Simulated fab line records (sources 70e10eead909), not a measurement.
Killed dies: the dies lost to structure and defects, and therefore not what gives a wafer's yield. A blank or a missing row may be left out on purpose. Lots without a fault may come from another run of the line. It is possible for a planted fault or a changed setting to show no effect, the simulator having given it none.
Which tool did it?	flow nand-harc	11 lots with 33 wafers sampled at 3 steps, on a route of 1159 steps

## WHAT EACH GAUGE READ, for each wafer
NHARC_P_CONTACT_INSPECT_27.
lot	measured	on	raw-defect-count
L904	day 5 10:46	defect-inspect-02	235 388 279
L905	day 6 05:17	defect-inspect-02	254 232 231
L906	day 6 05:50	defect-inspect-01	295 183 188
L907	day 6 06:49	defect-inspect-02	168 216 195
L909	day 7 05:30	defect-inspect-01	246 190 248
L912	day 8 02:32	defect-inspect-01	208 182 127
L919	day 9 22:08	defect-inspect-02	324 243 177
L922	day 10 06:06	defect-inspect-01	147 134 222
L923	day 10 06:38	defect-inspect-01	301 339 310
L927	day 11 04:31	defect-inspect-01	393 243 310
L926	day 11 04:33	defect-inspect-02	190 209 242

## EACH LOT AND THE TOOL THAT RAN IT (in order: tool; ch and the chambers of the sampled wafers; start)
lot	NHARC_P_CONTACT_CVD_23	NHARC_P_CONTACT_CMP_24
L904	cvd-w-01 ch 0,1, day 5 10:25 or earlier	cmp-02 ch 0,1,2, day 5 10:25
L905	cvd-w-02 ch 0, day 6 04:53 or earlier	cmp-04 ch 0,1,3, day 6 04:53
L906	cvd-w-02 ch 0,1, day 6 05:26 or earlier	cmp-02 ch 1,2, day 6 05:26
L907	cvd-w-02 ch 0,1, day 6 06:28 or earlier	cmp-02 ch 0,1,3, day 6 06:28
L909	cvd-w-02 ch 0,1, day 7 05:05 or earlier	cmp-04 ch 0,2, day 7 05:05
L912	cvd-w-01 ch 0,1, day 8 02:08 or earlier	cmp-02 ch 1,2,3, day 8 02:08
L919	cvd-w-02 ch 0,1, day 9 21:47 or earlier	cmp-02 ch 0,2,3, day 9 21:47
L922	cvd-w-01 ch 0,1, day 10 05:42 or earlier	cmp-01 ch 0,2,3, day 10 05:42
L923	cvd-w-01 ch 0,1, day 10 06:17 or earlier	cmp-02 ch 0,1,2, day 10 06:17
L927	cvd-w-01 ch 0,1, day 11 04:10 or earlier	cmp-01 ch 0,1,3, day 11 04:10
L926	cvd-w-02 ch 0,1, day 11 04:07 or earlier	cmp-04 ch 2,3, day 11 04:07
- NHARC_P_CONTACT_CVD_23: deposits W, target thk 200 nm, time 557 s.
- NHARC_P_CONTACT_CMP_24: polishes, t overpolish 30 s, target thk 200 nm.

## THE ANSWER, worked out from the rows above alone
Rule: the usual values come from the lots themselves. Put in order of their means at a reading, lots are off if they are a third of the lots or fewer, leave a main group of 4 or more, and stand apart from it by a gap of 3 or more times the standard deviation of the main group's means; of several such gaps the widest counts. A main group is skipped when, at the precision printed for the reading in the tables above, its means are all equal. A lot without any number at a reading at which 4 lots or more have one is off too. Where the step has rows for the other lots, those lots are counted as sound.
No lot is off on any of the readings shown, so nothing can be concluded from this.

## WHAT WAS PUT IN BY THE SIMULATOR
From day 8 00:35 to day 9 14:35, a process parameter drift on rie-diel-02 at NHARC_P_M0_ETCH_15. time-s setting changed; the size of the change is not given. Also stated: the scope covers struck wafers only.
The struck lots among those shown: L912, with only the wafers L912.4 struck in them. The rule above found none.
